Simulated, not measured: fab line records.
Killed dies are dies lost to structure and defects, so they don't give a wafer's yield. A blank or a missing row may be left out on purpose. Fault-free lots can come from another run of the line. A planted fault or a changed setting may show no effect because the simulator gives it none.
Chamber matching    flow nand_harc    NHARC_A_STAIRCASE_TRIM_196 on rie_diel-11 has 4 sister chambers
The step chemistry O2, time 211.2 s. 20 wafers are shown with their chamber, then 10 later ones without.

== WAFERS WITH THEIR CHAMBER ==
wafer   chamber  drypump_motor_current_A (A)  showerhead_plenum_p_Torr (Torr)  rf_vpp_V (V)
L074.1  3        5.4                          3.79                             57.8
L074.4  2        5.5                          3.32                             56.8
L074.5  3        5.4                          3.79                             59.3
L077.2  2        5.5                          3.31                             57.6
L077.5  0        6.3                          3.48                             57.7
L077.6  3        5.4                          3.78                             57.6
L079.3  1        5.8                          3.42                             57.3
L079.5  1        5.8                          3.42                             55.7
L079.6  0        6.3                          3.48                             58.9
L080.4  2        5.5                          3.31                             58.6
L080.5  1        5.8                          3.42                             56.0
L080.6  0        6.2                          3.47                             58.6
L085.2  1        5.8                          3.41                             56.1
L085.3  0        6.3                          3.47                             57.8
L085.4  3        5.4                          3.77                             58.2
L088.2  2        5.5                          3.30                             57.0
L088.3  3        5.4                          3.76                             58.8
L088.5  0        6.2                          3.46                             56.9
L094.1  3        5.4                          3.75                             58.2
L094.4  2        5.5                          3.29                             56.4

SIGNATURES (means of the wafers above)
reading                   chamber 0  chamber 1  chamber 2  chamber 3  scatter within a chamber
drypump_motor_current_A   6.260      5.800      5.500      5.400      0.0274
showerhead_plenum_p_Torr  3.4720     3.4175     3.3060     3.7733     0.0117
rf_vpp_V                  57.980     56.275     57.280     58.317     0.747
Rule: a wafer lies at a distance from a chamber equal to the root of the sum of squares, over the readings, of (its reading less the chamber's mean, divided by the reading's scatter). If the next closest chamber is less than 2 further off than the closest, the wafer can't be placed; otherwise it belongs to the closest. The scatter: the root of (the sum of the squares of (reading less its chamber's mean) over the shown wafers, divided by (wafers less chambers)).

== WAFERS MISSING THEIR CHAMBER ==
wafer   drypump_motor_current_A (A)  showerhead_plenum_p_Torr (Torr)  rf_vpp_V (V)
L094.5  5.8                          3.40                             56.8
L093.3  5.8                          3.40                             58.1
L093.5  6.3                          3.45                             57.3
L093.6  5.8                          3.40                             58.4
L095.2  5.5                          3.29                             56.9
L095.5  6.3                          3.45                             57.2
L095.6  5.8                          3.40                             56.1
L097.1  5.4                          3.75                             57.1
L097.4  5.8                          3.39                             57.9
L097.5  5.4                          3.75                             59.9

== WHICH CHAMBER EACH WENT THROUGH ==
wafer   from the rows above  in truth
L094.5  1                    1
L093.3  1                    1
L093.5  0                    0
L093.6  1                    1
L095.2  2                    2
L095.5  0                    0
L095.6  1                    1
L097.1  3                    3
L097.4  1                    1
L097.5  3                    3
Correct placement for 10 of the 10. Can't be placed from these rows: 0. Placed wrongly: 0.
